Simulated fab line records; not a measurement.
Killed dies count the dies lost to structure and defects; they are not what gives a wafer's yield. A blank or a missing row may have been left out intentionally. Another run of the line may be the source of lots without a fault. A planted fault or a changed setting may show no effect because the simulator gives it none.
8D (eight disciplines) problem report, filled in by code	flow nand_harc	the parts of the form that need people (team, actions taken, sign-off) are left out

## 1. PROBLEM STATEMENT
killed_at_array at NHARC_END_SORT_01 reads a mean of 668 on 6 wafers of 2 lots; wafers without a fault read 55 with a standard deviation of 20. That is +31 standard deviations from the usual mean.
Earliest sighting: wafer L586.3 on prober-02 at day 28 08:12. Wafers with a number at this step in the record: 21, from 7 lots. By rule, "out" or "out of limits" means more than 4 standard deviations away from the usual mean. The other wafers with a number count as sound.

## 2. WHAT IT IS AND WHAT IT IS NOT
question	is	is not
which readings at this step	killed_at_array, killed_dies	killed_open, killed_short
which lots	L586, L588	L577, L580, L591, L593, L595
which wafers of those lots	all that have a number	-
read on which gauges	prober-01, prober-02	-
when	from day 28 08:12	up to then (6 sound wafers); but 9 sound wafers of L591, L593, L595 came after

## 3. WHAT RULES OUT EACH SUSPECT
Counting: a tool at any process step up to the reading remains a suspect when it ran all the lots that are out and ran no sound lot after the first of those.
- ruled out: the gauge at NHARC_END_SORT_01. Those wafers that are out were read across 2 gauges (prober-01, prober-02).
- rie_diel-11 at NHARC_A_STAIRCASE_TRIM_222 (chemistry O2, time 211.2 s): kept. Every lot that is out went through it, starting with L586 (day 20 06:31), and after that it ran no sound lot; the last sound lot it ran before then is L580 (day 17 18:54). Its own readings are out on those wafers: run_length_s.
- rie_diel-11 at NHARC_A_STAIRCASE_ETCH_225 (etches the open film in C4F8/O2, target depth 100 nm, time 40.5 s): kept. Every lot that is out went through it, starting with L586 (day 28 08:12), and after that it ran no sound lot; the last sound lot it ran before then is L580 (day 26 07:54). NHARC_A_STAIRCASE_ETCH_225 gives no start for some lots, so the hours and the order of its lots are those of NHARC_END_SORT_01.
Left after counting: rie_diel-11 at NHARC_A_STAIRCASE_TRIM_222, rie_diel-11 at NHARC_A_STAIRCASE_ETCH_225.

## 4. THE CAUSE (what the simulator had put in)
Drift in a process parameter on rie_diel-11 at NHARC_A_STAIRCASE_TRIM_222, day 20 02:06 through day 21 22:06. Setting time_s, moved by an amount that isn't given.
Of the 2 suspects that counting leaves, this tool is one.

## 5. SEQUENCE OF EFFECTS, ordered by route
Rows list readings where the struck wafers' mean (over those with a number) sits beyond 3 standard deviations from the usual. Only readings for which the record gives a usual standard deviation are gone through. hours: the time from each lot's start at the first step in this table that gives one to its start at this step, as a median over the lots. sigmas: the change in usual standard deviations.
hours	step	reading	usual	on struck wafers	change	sigmas
0	NHARC_A_STAIRCASE_TRIM_222	run_length_s	232.4 s	376.8	+144.3	+99 or more
198	NHARC_END_SORT_01	killed_at_array	55	668	+614	+31
198	NHARC_END_SORT_01	killed_dies	60	677	+617	+31
The process steps in it:
- NHARC_A_STAIRCASE_TRIM_222: chemistry O2, time 211.2 s.

## 6. WHAT WOULD HAVE CAUGHT IT SOONER
Counted from the fault's start at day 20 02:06, it took 198 hours until the first out-of-limits reading at a measuring or inspecting step in this record, taken at day 28 08:12.
Tool's own readings at NHARC_A_STAIRCASE_TRIM_222, run_length_s: out on all struck wafers the step has rows for; an alarm limit on them would have tripped on the first.
The start of NHARC_A_STAIRCASE_TRIM_222 on rie_diel-11 came by day 28 08:12 for every one of the lots that are out (2). Had the tool been put on hold then, not one of them would have been saved.
